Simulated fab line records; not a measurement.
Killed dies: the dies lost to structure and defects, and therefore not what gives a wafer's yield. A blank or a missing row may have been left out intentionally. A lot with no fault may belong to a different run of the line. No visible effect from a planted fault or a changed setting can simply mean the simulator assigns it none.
Matching of chambers -- flow nand_harc -- NHARC_A_CHANNEL_FILL_D1_ALD_16 on ald_hk-04: 4 sister chambers
The step deposits SiO2, target thk 1.5 nm, pulse time 10 s, ald cycles 15. 4 wafers are shown with their chamber, then 8 later ones without.

== WAFERS PAIRED WITH THEIR CHAMBERS ==
wafer,chamber,heater_power_w (W)
L529.4,1,469
L530.4,2,456
L530.6,0,449
L544.1,3,485

== WAFERS WITH NO CHAMBER GIVEN ==
wafer,heater_power_w (W)
L544.3,463
L544.5,444
L543.2,475
L543.5,464
L543.6,496
L545.1,465
L545.2,485
L545.5,466

== EACH ONE'S CHAMBER ==
wafer,from the rows above,in truth
L544.3,can't be placed: 1 or 2 or 0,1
L544.5,can't be placed: 0 or 2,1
L543.2,can't be placed: 1 or 3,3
L543.5,can't be placed: 1 or 2 or 0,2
L543.6,3,3
L545.1,can't be placed: 1 or 2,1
L545.2,3,3
L545.5,can't be placed: 1 or 2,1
Placed correctly: 2 of 8. These rows do not allow placing 6 (true chamber among the candidates in 5). Placed wrongly: 0.
How it was worked out, from the rows above alone: a wafer's distance from a chamber is the root of the sum, over the readings, of the square of ((its reading less the chamber's mean) divided by the reading's scatter). The wafer belongs to the nearest chamber; if the next one is less than 2 further off, it can't be placed. The mean given for a chamber averages the wafers shown for that chamber. The scatter (one wafer shown for each chamber): square how far every hidden wafer sits from the nearest shown wafer, average those squares and take the square root.
